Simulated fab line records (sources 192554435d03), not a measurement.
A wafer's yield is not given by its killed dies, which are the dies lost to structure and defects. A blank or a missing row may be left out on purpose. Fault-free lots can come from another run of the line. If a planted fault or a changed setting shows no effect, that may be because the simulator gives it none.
fab line records	flow n5Finfet
[record] lots = 9	wafers = 25	lastDay = 19
route steps=1938 shown BEOL_M2@843 BEOL_M4@1111 PASSIVATION@1936
lots that met no fault: from a run of the same line without faults
startH: hours from the record's opening day to when the first of the lot's shown wafers began	waitH: hours from the lot's prior step to this one	" as in the row above	L1.1+2: several wafers, shown together as one row	- no value, or no start was given	* or withheld: withheld	< > ~ a bound
route shown NAME@n: NAME is a module with steps in the file, n the number in the route of the first one	usual: mean and standard deviation over wafers with no fault	same: alike in all rows	chamber/n: place in a boat	sites: readings site by site	_std_site: their standard deviation	_edge_site: the outer-site mean with the inner-site mean subtracted	radiusMm: how far each site lies from the wafer's centre	mask NAME#n: copy n	behind: the last tool/chamber to shape the wafer	hold: cause of the lot's hold/its duration in hours/its outcome	device: transistor that didn't switch, given as n, p or np	end of line: tests of these same wafers at the route's end	for a step that has no rows: nothing shown but its recipe	killed: count of dies lost to structure and defects at first sort (not the wafer's yield)	map: per-die view of a wafer (x killed, . not killed, _ where there is no die)
set.NAME: the setting that was run; set.NAME@STEP: the one run at that earlier step	model.NAME: the simulator's own value behind a step, which no gauge read
route steps across a sampled set of lots; one table per step, one row per wafer
services: when a tool's chamber went out of use (startH, in hours from the record's first day, below 0 if earlier), for how many hours, and the reason
[[steps]]
[step N5_BEOL_M2_PECVD_72]
[recipe] material = SiO2	targetThkA = 160	tempC = 400	precursor = TEOS/O2	pressureTorr = 5.5	rfW = 450	teosFlowSccm = 53.8	gas = O2	flowSccm = 3000	timeS = 18
[usual] heaterPowerOuterW = 397/80	heaterPowerW = 690/94	showerheadPlenumPTorr = 8.79/0.057	showerheadVppV = 1293/47	throttleValvePct = 22.7/0.96
lot.wafer	tool	chamber	startH	waitH	heaterPowerOuterW	heaterPowerW	showerheadPlenumPTorr	showerheadVppV	throttleValvePct
L411.2	pecvd-03	1	166.39	0.0	547	797	8.76	1228	23.2
L411.3	"	2	"	"	448	795	8.77	1350	22.6
L411.4	"	1	"	"	546	836	8.76	1232	23.1
L414.1	pecvd-04	2	179.81	0.0	317	615	8.72	1332	21.7
L414.2	"	1	"	"	440	723	8.87	1202	22.5
L414.4	"	1	"	"	434	706	8.83	1205	22.5
L415.1	pecvd-03	2	189.36	0.0	360	638	8.76	1341	22.7
L415.2	"	0	"	"	417	738	8.86	1302	23.6
L415.4	"	1	"	"	530	752	8.77	1251	23.2
L419.2	pecvd-03	2	254.25	0.0	419	748	8.75	1362	23.0
L419.3	"	0	"	"	410	728	8.85	1282	23.6
L419.5	"	0	"	"	416	725	8.84	1290	23.5
L425.3	pecvd-03	2	257.17	0.0	431	719	8.74	1341	22.9
L425.4	"	0	"	"	404	726	8.86	1307	23.5
L425.5	"	1	"	"	450	702	8.81	1242	23.3
L420.3	pecvd-03	0	257.75	0.0	393	717	8.83	1299	23.7
L420.5	"	0	"	"	391	709	8.84	1278	23.5
L420.6	"	2	"	"	390	700	8.73	1358	23.0
L422.1	pecvd-03	1	260.09	0.0	546	799	8.78	1262	23.4
L422.3	"	0	"	"	332	614	8.85	1286	23.5
L418.2	pecvd-03	2	261.26	0.0	444	763	8.75	1374	22.8
L418.3	"	1	"	"	492	756	8.74	1235	23.1
L428.1	pecvd-04	2	285.20	0.0	249	515	8.71	1325	20.0
L428.3	"	0	"	"	385	730	8.81	1268	23.9
L428.6	"	2	"	"	248	520	8.69	1327	19.9
[step N5_BEOL_M2_ANNEAL_49]
[recipe] tempC = 400	timeS = 240	ambient = vacuum
[usual] heaterPowerW = 830/42	susceptor_temp_C_max = 401.0/0.46
lot.wafer	tool	chamber	startH	waitH	heaterPowerW	susceptor_temp_C_max
L411.2	pvdSputter-03	-	174.02	0.0	869	401.7
L411.3	"	-	"	"	868	400.8
L411.4	"	-	"	"	816	401.3
L414.1	pvdSputter-02	-	188.02	0.0	783	401.1
L414.2	"	-	"	"	870	400.9
L414.4	"	-	"	"	803	401.0
L415.1	pvdSputter-02	-	195.67	0.0	792	400.6
L415.2	"	-	"	"	829	401.5
L415.4	"	-	"	"	853	400.4
L419.2	pvdSputter-01	-	260.61	0.0	854	401.3
L419.3	"	-	"	"	748	400.9
L419.5	"	-	"	"	790	400.9
L425.3	pvdSputter-02	-	263.77	0.0	787	400.8
L425.4	"	-	"	"	822	401.9
L425.5	"	-	"	"	798	401.0
L420.3	pvdSputter-02	-	265.61	0.0	808	401.5
L420.5	"	-	"	"	843	400.6
L420.6	"	-	"	"	829	401.3
L422.1	pvdSputter-03	-	270.33	0.0	880	401.6
L422.3	"	-	"	"	892	400.8
L418.2	pvdSputter-03	-	275.53	0.0	807	400.8
L418.3	"	-	"	"	863	400.7
L428.1	pvdSputter-02	-	297.39	0.0	885	400.6
L428.3	"	-	"	"	805	400.5
L428.6	"	-	"	"	789	400.6
[step N5_BEOL_M2_ANNEAL_82]
[recipe] tempC = 400	timeS = 240	ambient = vacuum
[usual] heaterPowerW = 828/46	susceptor_temp_C_max = 401.0/0.44
lot.wafer	tool	chamber	startH	waitH	heaterPowerW	susceptor_temp_C_max
L411.2	pvdSputter-03	-	174.46	0.0	874	401.5
L411.3	"	-	"	"	916	400.8
L411.4	"	-	"	"	791	401.0
L414.1	pvdSputter-02	-	188.46	0.0	771	400.9
L414.2	"	-	"	"	877	400.8
L414.4	"	-	"	"	816	401.5
L415.1	pvdSputter-02	-	196.11	0.0	764	400.6
L415.2	"	-	"	"	828	401.3
L415.4	"	-	"	"	856	400.3
L419.2	pvdSputter-01	-	261.05	0.0	877	401.3
L419.3	"	-	"	"	733	401.2
L419.5	"	-	"	"	801	401.0
L425.3	pvdSputter-02	-	264.21	0.0	795	400.3
L425.4	"	-	"	"	810	402.0
L425.5	"	-	"	"	771	401.0
L420.3	pvdSputter-02	-	266.05	0.0	798	401.3
L420.5	"	-	"	"	864	400.9
L420.6	"	-	"	"	823	401.0
L422.1	pvdSputter-03	-	270.77	0.0	881	402.3
L422.3	"	-	"	"	869	400.8
L418.2	pvdSputter-03	-	275.97	0.0	813	400.4
L418.3	"	-	"	"	873	401.5
L428.1	pvdSputter-02	-	297.83	0.0	828	400.8
L428.3	"	-	"	"	786	400.8
L428.6	"	-	"	"	794	400.4
[step N5_BEOL_M2_SPUTTER_94]
[recipe] material = Cu	targetThkA = 45	tempC = -20	chamberPressurePa = 0.07	powerW = withheld	timeS = 8.29
[usual] chuckSensorTempC = -15.9/0.31	throttleValvePct = 29.7/1
lot.wafer	tool	chamber	startH	waitH	chuckSensorTempC	throttleValvePct
L411.2	pvdSputter-03	-	175.48	0.1	-15.9	28.9
L411.3	"	-	"	"	-15.4	28.2
L411.4	"	-	"	"	-16.5	31.3
L414.1	pvdSputter-02	-	189.48	0.1	-15.9	30.6
L414.2	"	-	"	"	-16.0	29.2
L414.4	"	-	"	"	-16.0	28.1
L415.1	pvdSputter-02	-	197.13	0.1	-15.3	28.9
L415.2	"	-	"	"	-15.9	28.4
L415.4	"	-	"	"	-16.1	29.3
L419.2	pvdSputter-01	-	262.07	0.1	-16.0	30.0
L419.3	"	-	"	"	-15.8	31.6
L419.5	"	-	"	"	-15.7	29.9
L425.3	pvdSputter-02	-	265.23	0.1	-15.3	29.0
L425.4	"	-	"	"	-15.9	28.7
L425.5	"	-	"	"	-16.0	30.6
L420.3	pvdSputter-02	-	267.07	0.1	-15.8	28.3
L420.5	"	-	"	"	-16.1	29.1
L420.6	"	-	"	"	-15.9	28.4
L422.1	pvdSputter-03	-	271.79	0.1	-16.0	28.9
L422.3	"	-	"	"	-15.4	28.2
L418.2	pvdSputter-03	-	276.99	0.1	-16.5	31.3
L418.3	"	-	"	"	-16.0	28.9
L428.1	pvdSputter-02	-	298.85	0.1	-16.1	29.3
L428.3	"	-	"	"	-15.4	29.1
L428.6	"	-	"	"	-15.2	28.9
[step N5_BEOL_M2_CMP_52]
[recipe] stopOn = SiOC	tOverpolishS = 6.8	downForcePsi = 1	platenRpm = 50	clearingPlatenDownForcePsi = 1.5	clearingPlatenRpm = 50	postCmpClean = cuAlkaline	targetThkNm = 40	clearingPlatenPadVelocityMS = 0.99484	padVelocityMS = 0.99484
[usual] barrierFieldEndpointS = 24.6/0.63	clearingPlatenRpm = 49.999/0.026	motorCurrentA = 6.3/0.64	padLifeWafers = 623/620
lot.wafer	tool	chamber	startH	waitH	barrierFieldEndpointS	clearingPlatenRpm	motorCurrentA	padLifeWafers
L411.2	cmp-03	1	176.31	0.3	24.0	49.978	6.5	1218
L411.3	"	2	"	"	24.7	50.003	6.7	1219
L411.4	"	3	"	"	24.6	49.966	6.4	1220
L414.4	cmp-01	1	190.23	0.2	24.6	50.039	7.1	223
L414.2	"	2	"	"	24.6	50.021	7.1	224
L414.1	"	3	"	"	24.3	50.016	5.0	225
L415.1	cmp-01	1	198.05	0.3	24.1	50.006	7.1	294
L415.4	"	2	"	"	24.3	50.024	7.0	295
L415.2	"	3	"	"	23.5	50.021	5.2	296
L419.3	cmp-03	3	262.78	0.2	25.5	50.037	6.6	42
L419.2	"	1	"	"	25.3	50.036	6.7	44
L419.5	"	3	"	"	25.6	50.030	6.5	-
L425.4	cmp-01	2	265.98	0.2	24.7	50.012	6.8	829
L425.3	"	3	"	"	23.9	49.983	5.2	830
L425.5	"	1	"	"	24.3	49.991	7.0	-
L420.3	cmp-04	1	267.86	0.2	19.9	49.928	5.8	32
L420.6	"	3	"	"	24.9	49.975	5.4	-
L420.5	"	0	"	"	24.8	50.041	5.3	-
L422.3	cmp-03	3	272.54	0.2	19.7	50.025	6.5	121
L422.1	"	1	"	"	18.4	49.996	6.7	123
L418.3	cmp-03	2	277.78	0.2	18.9	50.028	6.6	158
L418.2	"	3	"	"	24.2	49.984	6.5	159
L428.1	cmp-01	1	299.64	0.3	24.4	49.998	7.2	1082
L428.3	"	2	"	"	24.0	50.022	6.9	1083
L428.6	"	0	"	"	24.4	49.998	6.0	-
[step N5_BEOL_M4_RC_MEAS_101]
[usual] DIBL_N = 36.3/1.9	DIBL_P = 36.0/2.1	IOFF_N = 0.16/0.031	IOFF_P = 0.21/0.035	ION_N = 675/14	ION_P = 464/8.5	SS_N = 71.5/0.6	SS_P = 73.3/0.72	VT_N = 250/3.2	VT_P = -250/3.1
lot.wafer	tool	chamber	startH	waitH	DIBL_N[mV/V]	DIBL_P[mV/V]	IOFF_N[nA/um]	IOFF_P[nA/um]	ION_N[uA/um]	ION_P[uA/um]	SS_N[mV/dec]	SS_P[mV/dec]	VT_N[mV]	VT_P[mV]
L411.2	prober-02	0	198.42	0.2	39.9	40.2	0.22	0.26	692	471	72.2	75.1	247	-246
L411.3	"	0	"	"	38.3	37.8	0.18	0.23	689	473	71.7	73.6	247	-246
L411.4	"	0	"	"	37.1	35.9	0.17	0.21	701	477	71.5	74.6	246	-248
L414.1	prober-01	0	208.91	0.0	37.2	39.2	0.19	0.23	662	451	72.9	73.5	250	-249
L414.2	"	0	"	"	33.7	35.7	0.13	0.18	667	454	70.8	72.9	252	-255
L414.4	"	0	"	"	30.6	31.6	0.09	0.13	638	441	70.6	72.3	256	-255
L415.1	prober-01	0	214.27	0.0	35.1	35.4	0.14	0.20	681	474	71.3	72.9	250	-250
L415.2	"	0	"	"	34.2	34.7	0.13	0.19	668	459	71.3	73.1	254	-251
L415.4	"	0	"	"	34.3	32.9	0.11	0.15	656	449	71.3	72.6	259	-254
L419.2	prober-01	0	285.25	0.2	37.7	35.8	0.17	0.22	691	473	72.6	73.5	248	-246
L419.3	"	0	"	"	36.4	34.5	0.15	0.19	675	462	72.1	72.9	250	-251
L419.5	"	0	"	"	37.2	34.4	0.16	0.19	676	460	72.3	72.9	251	-251
L425.3	prober-01	0	289.68	0.3	35.2	36.5	0.14	0.17	678	458	70.4	72.9	248	-257
L425.4	"	0	"	"	35.7	36.8	0.16	0.18	681	457	71.7	73.2	248	-254
L425.5	"	0	"	"	37.2	39.7	0.19	0.22	698	471	72.5	73.5	246	-250
L420.3	prober-01	0	302.67	0.3	33.1	32.6	0.11	0.14	665	450	69.9	72.3	255	-255
L420.5	"	0	"	"	37.4	37.9	0.17	0.21	680	470	71.8	73.6	253	-252
L420.6	"	0	"	"	33.9	34.1	0.12	0.15	664	453	70.9	72.7	254	-255
L422.1	prober-01	0	313.40	0.0	38.9	37.9	0.18	0.24	673	462	71.4	74.0	248	-249
L422.3	"	0	"	"	37.8	36.4	0.15	0.22	648	451	72.2	74.2	253	-252
L418.2	prober-02	0	320.21	0.2	37.9	38.7	0.19	0.26	674	468	71.9	74.0	250	-248
L418.3	"	0	"	"	36.8	35.7	0.15	0.21	676	469	71.6	73.9	251	-250
L428.1	prober-01	0	340.67	0.0	36.2	36.7	0.15	0.21	668	460	71.1	73.1	250	-249
L428.3	"	0	"	"	36.5	36.7	0.15	0.21	668	458	70.7	73.2	251	-248
L428.6	"	0	"	"	36.9	37.3	0.16	0.21	665	457	71.4	74.1	251	-250
[step N5_PASSIVATION_PROBE_49]
[usual] defectLimitedYield = 91.0/1.5	killed_at_M0_to_M3 = 32/9.6	killed_at_M4_up = 13/4.7	killedAtContacts = 13/7.2	killedAtFrontEnd = 44/13	killedAtOther = 4/3.4	killedDies = 106/18	killedOnRim = 14/4.2	killedOpen = 70/13	killedShort = 35/8	sort_bin_5_function = 5.3/0.97	sort_bin_6_memory = 3.4/0.73	sort_bin_8_speed = 0.00/0.036	sortNPass = 1074/18	sortYieldPct = 91.0/1.5
[same] grossDies = 1180	killedAtBackSide = 0	sort_bin_4_leakage[%] = 0
lot.wafer	tool	chamber	startH	waitH	defectLimitedYield[%]	killed_at_M0_to_M3	killed_at_M4_up	killedAtContacts	killedAtFrontEnd	killedAtOther	killedDies	killedOnRim	killedOpen	killedShort	sort_bin_5_function[%]	sort_bin_6_memory[%]	sort_bin_8_speed[%]	sortNPass	sortYieldPct[%]
L415.4	prober-02	-	296.38	0.4	91.7	26	19	15	35	3	98	18	68	30	4.4	3.8	0	1082	91.7
L418.2	prober-01	-	442.32	0.1	92.7	24	16	4	35	7	86	17	59	23	3.9	3.3	0	1094	92.7
L418.3	prober-01	-	442.37	0.1	93.2	25	7	6	39	3	80	7	54	25	4.0	2.3	0	1100	93.2
// killed by level:class
L415.4 MOL_CONTACT_COAG:geometricParticle:open=14 FIN_SAQP:geometricParticle:open=9 FIN_SAQP:geometricParticle:short=8 BEOL_M4:geometricParticle:open=8 BEOL_M0_SAQP:geometricParticle:short=6 BEOL_M3:geometricParticle:open=6 STI_FIN_REVEAL:geometricParticle:open=5 BEOL_M0_SAQP:geometricParticle:open=4
L418.2 FIN_SAQP:geometricParticle:open=7 DUMMY_GATE:geometricParticle:open=7 BEOL_M3:geometricParticle:open=7 BEOL_M0_SAQP:geometricParticle:short=5 BEOL_M1:geometricParticle:open=5 FIN_SAQP:geometricParticle:short=4 STI_FIN_REVEAL:geometricParticle:open=4 MOL_CONTACT_COAG:geometricParticle:open=4
L418.3 FIN_SAQP:geometricParticle:open=10 STI_FIN_REVEAL:geometricParticle:open=5 BEOL_M1:geometricParticle:open=5 BEOL_M2:geometricParticle:open=5 STARTING-WAFER:geometricParticle:open=5 MOL_CONTACT_COAG:geometricParticle:open=4 FIN_SAQP:geometricParticle:short=3 DUMMY_GATE:geometricParticle:open=3
[[services]]
tool	chamber	startH	hours	kind
pecvd-03	2	145.82	5.5	scheduledDown
cmp-03	-	153.60	5.6	pm
cmp-01	-	156.94	4.0	pm
pecvd-03	0	158.99	5.5	scheduledDown
cmp-01	-	160.94	-	consumableReplace:conditioner
cmp-01	-	160.94	-	consumableReplace:pad
cmp-04	-	179.71	17.3	pm
cmp-01	-	180.89	3.8	repair
pecvd-04	2	191.56	2.1	scheduledDown
pecvd-04	2	202.38	-	clean
cmp-04	-	208.65	19.4	repair
pecvd-03	1	210.14	2.1	scheduledDown
cmp-01	-	224.40	0.8	repair
cmp-01	-	231.27	3.5	pm
cmp-01	-	246.25	7.9	pm
cmp-03	-	254.31	4.0	pm
cmp-03	-	258.31	-	consumableReplace:conditioner
cmp-03	-	258.31	-	consumableReplace:pad
cmp-04	-	259.59	4.0	pm
pecvd-03	0	263.54	-	calibration
pvdSputter-01	-	273.00	6.9	repair
cmp-03	-	282.78	8.0	pm
cmp-04	-	286.28	2.3	repair
cmp-03	-	297.70	4.0	repair
[[key]]
[firstSign] step = N5_BEOL_M2_CMP_52	reading = barrierFieldEndpointS	direction = down	sigmas = 8.5	usual = 24.6	struck = 19.2
effect none on later readings
metAt N5_BEOL_M2_PECVD_72
struckLots L418,L420,L422
struckWafers L418.3,L420.3,L422.1,L422.3
notActingAt N5_BEOL_M2_ANNEAL_49,N5_BEOL_M2_ANNEAL_82,N5_BEOL_M2_SPUTTER_94
onsetBetween 257.17 257.75
[fault] kind = processParameterDrift	tool = pecvd-03	chamber = -	onsetH = 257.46	steps = N5_BEOL_M2_PECVD_72	channel = timeS	offset = *	shape = step	endH = 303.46	scope = struckWafersOnly	actsIn = *	stated = *
